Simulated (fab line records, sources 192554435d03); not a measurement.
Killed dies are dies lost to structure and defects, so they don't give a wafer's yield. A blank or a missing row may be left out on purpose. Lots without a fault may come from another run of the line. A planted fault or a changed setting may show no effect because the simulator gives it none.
Chamber matching | flow n5_finfet | N5_GATE_CUT_ETCH_37 on rie_diel-05: 4 sister chambers
The step etches SOC in N2/H2, target depth 60 nm, overetch 12 nm, time 90 s. 22 wafers are shown with their chamber, then 11 later ones without.

WAFERS WITH THEIR CHAMBER
wafer  | chamber | showerhead_plenum_p_Torr (Torr) | throttle_valve_pct (%) | oes_product_au (a.u.)
L076.1 | 2       | 2.63                            | 17.75                  | 0.67
L076.2 | 1       | 2.43                            | 18.24                  | 0.67
L076.5 | 1       | 2.43                            | 18.24                  | 0.67
L077.1 | 1       | 2.43                            | 18.23                  | 0.67
L077.2 | 2       | 2.63                            | 17.78                  | 0.66
L077.3 | 0       | 2.68                            | 17.69                  | 0.78
L077.4 | 3       | 2.64                            | 17.91                  | 0.65
L077.5 | 0       | 2.68                            | 17.69                  | 0.78
L077.6 | 1       | 2.43                            | 18.24                  | 0.67
L078.3 | 2       | 2.63                            | 17.77                  | 0.66
L078.5 | 2       | 2.63                            | 17.77                  | 0.66
L078.6 | 1       | 2.43                            | 18.25                  | 0.67
L080.2 | 2       | 2.63                            | 17.78                  | 0.66
L080.4 | 1       | 2.43                            | 18.24                  | 0.66
L080.5 | 0       | 2.68                            | 17.71                  | 0.76
L082.1 | 1       | 2.42                            | 18.27                  | 0.66
L082.2 | 0       | 2.68                            | 17.69                  | 0.77
L082.3 | 3       | 2.64                            | 17.93                  | 0.65
L082.4 | 2       | 2.63                            | 17.77                  | 0.66
L082.5 | 1       | 2.42                            | 18.24                  | 0.66
L082.6 | 2       | 2.63                            | 17.78                  | 0.66
L087.2 | 1       | 2.42                            | 18.26                  | 0.65

SIGNATURES (means of the wafers above)
reading                  | chamber 0 | chamber 1 | chamber 2 | chamber 3 | scatter within a chamber
showerhead_plenum_p_Torr | 2.6800    | 2.4267    | 2.6300    | 2.6400    | 0.00333
throttle_valve_pct       | 17.6950   | 18.2456   | 17.7714   | 17.9200   | 0.0116
oes_product_au           | 0.7725    | 0.6644    | 0.6614    | 0.6500    | 0.0066
Rule: a wafer's distance from a chamber is the root of the sum, over the readings, of the square of ((its reading less the chamber's mean) divided by the reading's scatter). The wafer belongs to the nearest chamber; if the next one is less than 2 further off, it can't be placed. The scatter: the root of (the sum of the squares of (reading less its chamber's mean) over the shown wafers, divided by (wafers less chambers)).

WAFERS WITHOUT THEIR CHAMBER
wafer  | showerhead_plenum_p_Torr (Torr) | throttle_valve_pct (%) | oes_product_au (a.u.)
L087.3 | 2.63                            | 17.96                  | 0.63
L087.4 | 2.62                            | 17.80                  | 0.65
L088.2 | 2.68                            | 17.73                  | 0.75
L088.5 | 2.63                            | 17.95                  | 0.63
L088.6 | 2.68                            | 17.71                  | 0.75
L090.1 | 2.62                            | 17.81                  | 0.64
L090.2 | 2.42                            | 18.28                  | 0.65
L090.3 | 2.63                            | 17.97                  | 0.64
L092.1 | 2.62                            | 17.81                  | 0.65
L092.4 | 2.67                            | 17.73                  | 0.74
L092.6 | 2.42                            | 18.29                  | 0.65

WHICH CHAMBER EACH WENT THROUGH
wafer  | from the rows above | in truth
L087.3 | 3                   | 3
L087.4 | 2                   | 2
L088.2 | 0                   | 0
L088.5 | 3                   | 3
L088.6 | 0                   | 0
L090.1 | 2                   | 2
L090.2 | 1                   | 1
L090.3 | 3                   | 3
L092.1 | 2                   | 2
L092.4 | 0                   | 0
L092.6 | 1                   | 1
Placed correctly: 11 of 11. Can't be placed from these rows: 0. Placed wrongly: 0.
